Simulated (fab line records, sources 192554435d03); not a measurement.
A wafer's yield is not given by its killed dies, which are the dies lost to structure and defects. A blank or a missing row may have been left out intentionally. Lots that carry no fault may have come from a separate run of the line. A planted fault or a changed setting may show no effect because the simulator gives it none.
Matching of chambers -- flow n5_finfet -- pecvd-04 running N5_BEOL_M9_ILD_DEP_00: 3 sister chambers
The step deposits SiCOH lowk from DEMS/porogen, target thk 308.51 nm, time 58 s. 6 wafers are shown with their chamber, then 11 later ones without.

== WAFERS PAIRED WITH THEIR CHAMBERS ==
wafer,chamber,showerhead_plenum_p_Torr (Torr),heater_power_w (W)
L083.5,1,5.722,264
L080.5,0,5.695,338
L084.1,0,5.716,312
L084.2,1,5.720,219
L084.3,2,5.736,306
L084.4,2,5.731,323

== WAFERS WITH NO CHAMBER GIVEN ==
wafer,showerhead_plenum_p_Torr (Torr),heater_power_w (W)
L084.5,5.734,236
L084.6,5.692,321
L090.1,5.699,328
L090.2,5.735,286
L090.4,5.743,299
L097.2,5.711,272
L097.4,5.718,272
L097.6,5.689,317
L095.3,5.732,262
L095.4,5.710,328
L095.5,5.711,274

== EACH ONE'S CHAMBER ==
wafer,from the rows above,in truth
L084.5,1,1
L084.6,0,0
L090.1,0,0
L090.2,can't be placed: 2 or 1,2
L090.4,2,2
L097.2,can't be placed: 1 or 0 or 2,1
L097.4,can't be placed: 1 or 2 or 0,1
L097.6,0,0
L095.3,can't be placed: 1 or 2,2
L095.4,0,0
L095.5,can't be placed: 1 or 0 or 2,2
Correctly placed: 6 of 11. Can't be placed from these rows: 5 (the true chamber is among the candidates in 5). Wrongly placed: 0.
How it was worked out, from the rows above alone: a wafer's distance from a chamber is the root of the sum, over the readings, of the square of ((its reading less the chamber's mean) divided by the reading's scatter). If the next closest chamber is less than 2 further off than the closest, the wafer can't be placed; otherwise it belongs to the closest. For every chamber, the mean is computed from those of its wafers that are shown. The scatter: take each reading less its chamber's mean, square it, sum over the shown wafers, divide by the number of wafers less the number of chambers, and take the root.
